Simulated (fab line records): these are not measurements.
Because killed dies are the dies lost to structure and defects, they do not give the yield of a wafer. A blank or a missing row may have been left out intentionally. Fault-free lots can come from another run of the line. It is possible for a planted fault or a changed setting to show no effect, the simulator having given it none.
A lot that was struck, set against a sound lot | flow n5-finfet | 38 out of 1938 route steps
Sound: wafers L644.1, L644.4, L644.5. Wafers struck: L655.1, L655.4. At the end, the cause is stated.
Per side, at each step with rows, come the tool, then ch with its chambers, and then its first start. Under that, the readings that differ: sound wafers | struck wafers | difference of the means | sigmas: that difference in standard deviations of wafers without a fault.
alike: words and numbers the same on both sides, and readings whose means are apart by under 2 such deviations; not compared: readings that were withheld, readings missing a value for some wafer, numbers with overlapping values and no deviation given by the record, and bounds like >300 which may hide the same value.
The two part at a step that has a row with sigmas, a row that says differs or no value, or rows on one side only. When numbers do not overlap yet have no deviation, they are printed without sigmas and do not part them. Lack of a reading on every wafer of one side parts them only where that side has two or more wafers.

first, 9 steps without rows for these wafers: N5_BEOL_M10_PEB_26 (peb time 60 s); N5_BEOL_M10_DEVELOP_27 (develop time 30 s); N5_BEOL_M10_DESCUM_33 (chemistry O2, time 7.9 s); N5_BEOL_M10_ETCH_65 (etches SiARC in CF4, target depth 39 nm, time 65 s); N5_BEOL_M10_ETCH_66 (etches SOC in N2/H2, target depth 120 nm, overetch 24 nm, time 180 s); N5_BEOL_M10_STRIP_69 (strips in N2/H2); N5_BEOL_M10_VIA_ETCH_34 (etches SiCOH lowk in C4F6/O2, target depth 184.5 nm, time 69.2 s); N5_BEOL_M10_STRIP_73 (strips in C4F6/O2); N5_BEOL_M10_STRIP_36 (strips in N2/H2).
N5_BEOL_M10_TRENCH_ETCH_37: etches SiCOH lowk in C4F6/O2, target depth 148.83 nm, time 48 s.
  sound on rie-diel-03 ch 1,2,3, day 10 14:35; struck on rie-diel-03 ch 0,1, day 13 14:31
  reading                                     | sound             | struck      | difference | sigmas
  oes-product-au (a.u.)                       | 0.71 1.00 0.76    | 1.18 0.92   | +0.23      | +2
  model.BEOL_M10.feature-depth-nm (nm)        | 151.4 152.4 148   | 213 207.8   | +60        |
  model.etch.depth-nm (nm)                    | 151.4 152.5 148.1 | 213.1 207.7 | +59.7      |
  model.TiN_of_BEOL_M10_HM_DEP_02.thk-nm (nm) | 15.8 15.8 15.8    | 14.2 14.2   | -1.6       |
  alike: drypump-motor-current-A, rf-fwd-power-W, rf-vpp-V, showerhead-plenum-p-Torr, throttle-valve-pct
  not compared: rf-hours-counter-h
then, 2 steps without rows for these wafers: N5_BEOL_M10_ETCH_41 (etches SiCN in CH3F/O2, target depth 42.6 nm, time 86 s); N5_BEOL_M10_STRIP_77 (strips in N2/H2, time 10 s).
N5_BEOL_M10_OCD_MEAS_38:
  struck on ocd-01, day 13 14:42; sound on ocd-02, day 10 14:46
  reading              | sound             | struck      | difference | sigmas
  trench-depth-nm (nm) | 151.6 152.0 148.0 | 212.8 207.7 | +59.7      | +21
then, 13 steps without rows for these wafers: N5_BEOL_M10_HM_STRIP_39 (strips TiN in peroxide tin strip, target depth 25 nm, time 158 s); N5_BEOL_M10_SRD_40 (time 30 s); N5_BEOL_M10_PRECLEAN_42 (cleans in residue remover, time 60 s); N5_BEOL_M10_SRD_43 (time 30 s); N5_BEOL_M10_CURE_72 (cures SiCOH lowk, time 120 s); N5_BEOL_M10_DEGAS_44 (time 60 s); N5_BEOL_M10_PRE_CLEAN_45 (time 30 s); N5_BEOL_M10_ALD_74 (deposits TaN, target thk 2 nm, pulse time 2 s, purge time 3 s); N5_BEOL_M10_SURFACE_TREAT_76; N5_BEOL_M10_CVD_75 (deposits Co from CCTBA/H2, target thk 2 nm, time 138.9 s); N5_BEOL_M10_SPUTTER_48 (material Cu, target thk 12 nm, time 2 s); N5_BEOL_M10_ECD_50 (material Cu, target thk 318 nm); N5_BEOL_M10_ANNEAL_51 (time 90 s).
N5_BEOL_M10_CMP_52: polishes, stops on SiCOH lowk, t overpolish 7 s, target thk 140 nm.
  sound on cmp-01 ch 0,2,3, day 10 19:31; struck on cmp-02 ch 0,2, day 13 17:34
  reading                                 | sound             | struck      | difference | sigmas
  model.Cu_of_BEOL_M10_ECD_50.thk-nm (nm) | 142.6 142.8 139.4 | 204.4 198.8 | +60.0      |
  alike: motor-current-A, platen-rpm, slurry-filter-dp-kPa
N5_BEOL_M10_THK_MEAS_53: measures by xrf.
  struck on film-metro-02, day 13 17:52; sound on film-metro-02, day 10 19:48
  reading      | sound       | struck  | difference | sigmas
  M10_THK (nm) | 142 141 139 | 202 197 | +59        | +20
then, 2 steps without rows for these wafers: N5_BEOL_M10_PRE_CLEAN_55 (time 15 s); N5_BEOL_M10_DEP_56 (deposits SiCN from 3MS/NH3, target thk 15 nm, time 26.5 s).
N5_BEOL_M10_RS_MEAS_57: uses a four-point probe to measure.
  struck on film-metro-02, day 13 18:00; sound on film-metro-02, day 10 19:56
  reading         | sound             | struck      | difference | sigmas
  M10_RS (ohm/sq) | 0.148 0.148 0.152 | 0.100 0.103 | -0.048     | -14
then, 5 steps without rows for these wafers: N5_BEOL_M11_ILD_DEP_00 (deposits SiCOH lowk from DEMS/porogen, target thk 308.51 nm, time 58 s); N5_BEOL_M11_CURE_71 (cures SiCOH lowk, time 240 s); N5_BEOL_M11_PECVD_70 (deposits SiO2 from TEOS/O2, target thk 20 nm, time 22.7 s); N5_BEOL_M11_HM_DEP_02 (deposits TiN, target thk 20 nm); N5_BEOL_M11_COAT_59 (time 60 s, resist thk 100 nm).
N5_BEOL_M15_RC_MEAS_101:
  sound on prober-01 ch 0, day 12 07:23; struck on prober-01 ch 0, day 14 21:43
  reading                    | sound          | struck    | difference | sigmas
  SERP_M10 (ohm/um)          | 3.00 3.05 3.05 | 2.02 2.08 | -0.98      | -12
  SERP_M10_max_site (ohm/um) | 3.07 3.09 3.18 | 2.05 2.14 | -1.02      | -11
  SERP_M8 (ohm/um)           | 13.5 13.5 14.3 | 12.1 13.0 | -1.2       | -2
  alike: COMB_M11, COMB_M12, COMB_M13, COMB_M14, COMB_M14_max_site, COMB_M15, COMB_M5, COMB_M6, COMB_M7, COMB_M8, COMB_M9, SERP_M11, SERP_M12, SERP_M13, SERP_M14, SERP_M5, SERP_M6, SERP_M7, SERP_M9
N5_PASSIVATION_PROBE_49:
  struck on prober-02, day 16 01:17; sound on prober-01, day 12 21:07
  reading             | sound    | struck | difference | sigmas
  killed_at_M0_to_M3  | 51 43 57 | 24 34  | -21        | -2
  killed-at-front-end | 31 25 37 | 47 59  | +22        | +2
  alike: defect-limited-yield, killed_at_M4_up, killed-at-contacts, killed-at-other, killed-dies, killed-open, killed-short, sort_bin_5_function, sort_bin_6_memory, sort-n-pass, sort-yield-pct

## WHERE THEY PART
Earliest at N5_BEOL_M10_TRENCH_ETCH_37; latest, in this record, at N5_PASSIVATION_PROBE_49.

WHY: what had been put in by the simulator
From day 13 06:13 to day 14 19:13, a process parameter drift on rie-diel-03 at N5_BEOL_M10_TRENCH_ETCH_37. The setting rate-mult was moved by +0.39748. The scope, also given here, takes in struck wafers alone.
